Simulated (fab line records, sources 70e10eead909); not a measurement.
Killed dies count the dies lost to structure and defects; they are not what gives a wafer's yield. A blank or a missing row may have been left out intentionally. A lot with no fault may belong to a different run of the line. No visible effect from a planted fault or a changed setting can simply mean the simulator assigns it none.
Problem report in the 8D (eight disciplines) form, filled by code | flow nand-harc | the parts of the form that need people (team, actions taken, sign-off) are left out

== 1. WHAT IS WRONG ==
At NHARC_P_BONDPAD_THK_MEAS_20, thk-nm averages 29.8 nm over 9 wafers from 3 lots, while fault-free wafers read 160.8 nm, standard deviation 1.5. Measured from the usual mean, that is -87 standard deviations.
The step: measures by xrf.
The first sign was on wafer L254.1 at day 8 06:49, on film-metro-01. The record holds 36 wafers of 12 lots with a number at this step. The rule behind "out" and "out of limits": a value lying over 4 standard deviations away from the usual mean. The other wafers with a number count as sound.

== 2. WHAT THIS IS AND IS NOT ==
question                    | is                     | is not
which readings at this step | thk-nm                 | -
which lots                  | L254, L255, L256       | L248, L250, L260, L265, L266, L267, L268, L269, L270
which wafers of those lots  | all that have a number | -
read on which gauges        | film-metro-01          | film-metro-02
when                        | from day 8 06:49       | up to then (6 sound wafers); but 21 sound wafers of L260, L265, L266, L267, L268, L269, L270 came after

== 3. SUSPECTS, AND WHAT RULES EACH OUT ==
Counting: a tool at any process step up to the reading remains a suspect when it ran all the lots that are out and ran no sound lot after the first of those.
- the gauge at NHARC_P_BONDPAD_THK_MEAS_20: ruled out. All the wafers that are out were read on film-metro-01, but those of them that NHARC_END_SORT_01 has rows for are out there too, on other tools.
- ecd-cu-01 at NHARC_P_BONDPAD_ECD_18 (material Cu, target thk 400 nm): ruled out as a lasting fault. Sound lots L260, L265, L267, L270 ran on it after its first lot that is out, L254 (day 8 05:46).
Left after counting: nothing in the record.

== 4. THE CAUSE (what the simulator had put in) ==
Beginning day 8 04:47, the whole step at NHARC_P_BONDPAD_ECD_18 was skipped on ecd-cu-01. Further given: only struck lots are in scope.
It was ruled out by counting, in error; the rule expects a fault to strike all lots run on its tool from its start on, and this fault did not.

== 5. SEQUENCE OF EFFECTS, ordered by route ==
Rows list readings where the struck wafers' mean (over those with a number) sits beyond 3 standard deviations from the usual. Only readings for which the record gives a usual standard deviation are gone through. hours: the time from each lot's start at the first step in this table that gives one to its start at this step, as a median over the lots. sigmas: the change in usual standard deviations.
hours | step                        | reading              | usual    | on struck wafers | change | sigmas
0     | NHARC_P_BONDPAD_THK_MEAS_20 | thk-nm               | 160.8 nm | 29.8             | -131.0 | -87
305   | NHARC_END_SORT_01           | defect-limited-yield | 95.4 %   | 0.0              | -95.4  | -64
305   | NHARC_END_SORT_01           | killed-at-periphery  | 3.8      | 651.8            | +648.0 | +99 or more
305   | NHARC_END_SORT_01           | killed-dies          | 31       | 677              | +646   | +65
305   | NHARC_END_SORT_01           | sort_bin_2_pct       | 1.4 %    | 96.9             | +95.5  | +99 or more
305   | NHARC_END_SORT_01           | sort-n-pass          | 646      | 0                | -646   | -65
305   | NHARC_END_SORT_01           | sort-rim-yield-pct   | 94 %     | 0                | -94    | -29
305   | NHARC_END_SORT_01           | sort-yield-pct       | 95.4 %   | 0.0              | -95.4  | -64
Readings that are blank on the struck wafers while sound wafers have them: bath-heat-duty-pct at NHARC_P_BONDPAD_ECD_18; bath-temp-c at NHARC_P_BONDPAD_ECD_18.

== 6. WHAT WOULD HAVE CAUGHT IT SOONER ==
The first out-of-limits reading at a measuring or inspecting step in this record came at day 8 06:49, 2 hours after the fault's start at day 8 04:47.
At NHARC_P_BONDPAD_ECD_18 the tool's readings are blank on the struck wafers, where sound wafers have them: an empty tool record is the first sign, and it was there at once.
